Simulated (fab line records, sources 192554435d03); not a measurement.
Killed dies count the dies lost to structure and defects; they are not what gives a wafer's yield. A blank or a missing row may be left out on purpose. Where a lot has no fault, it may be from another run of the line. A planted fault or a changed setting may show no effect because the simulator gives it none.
2 desks, one fault | flow n5_finfet | every desk sees just its own numbers, and what lay behind them comes last

## THE METROLOGY DESK
What the gauges read for every lot (on any tool): the sampled wafers with a number, averaged. The brackets show how far a lot's mean lies from the usual mean; more than 4 standard deviations puts the lot out of limits, marked OUT.
Columns: A = TV_OVL at N5_PASSIVATION_OVL_MEAS_60, usual 1 nm
lot  | first seen here | A
L908 | day 12 20:28    | -3
L909 | day 12 23:34    | 6
L911 | day 15 06:41    | 2
L915 | day 16 14:23    | -5
L919 | day 17 15:50    | 801 (+99 or more) OUT
L920 | day 17 23:12    | 7
L923 | day 18 02:27    | 8
L910 | day 18 02:44    | 815 (+99 or more) OUT
L925 | day 19 04:36    | 1
L926 | day 19 22:28    | -7
This desk's result: L910, L919 out of limits, first on L919 (TV_OVL at N5_PASSIVATION_OVL_MEAS_60), day 17 15:50. L908, L909, L911, L915, L920, L923, L925, L926 stayed within limits.

## THE TOOL OWNER'S DESK: krf_scanner-01
The tool's own readings at N5_PASSIVATION_EXPOSE_07 (exposes mask TV, defocus 0 nm, target cd 3000 nm): means of the sampled wafers that have a number, for each lot that ran on this tool. The brackets show how far a lot's mean lies from the usual mean; more than 4 standard deviations puts the lot out of limits, marked OUT.
Columns: A = focus_offset_nm at N5_PASSIVATION_EXPOSE_07, usual 0.0 nm
lot  | first seen here | A
L909 | day 12 23:22    | -0.8
L911 | day 15 06:30    | 0.4
L919 | day 17 15:37    | -0.5
L910 | day 18 02:32    | 0.3
This desk's finding: nothing out of limits on any of the 4 lots.

## ALL TOGETHER
The metrology desk could have raised an alarm at day 17 15:50, on L910, L919.
The desk of the tool owner found nothing out of limits.
The tool owner's desk has L910, L919 on record, within its limits.
All the named lots went through N5_PASSIVATION_EXPOSE_07 on krf_scanner-01.

## WHAT THE SIMULATOR HAD INSERTED
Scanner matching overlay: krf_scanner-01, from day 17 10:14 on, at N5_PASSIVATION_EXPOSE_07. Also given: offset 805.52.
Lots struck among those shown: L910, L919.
Hours from the fault's start to each desk's first reading out of limits: the metrology desk, 6.
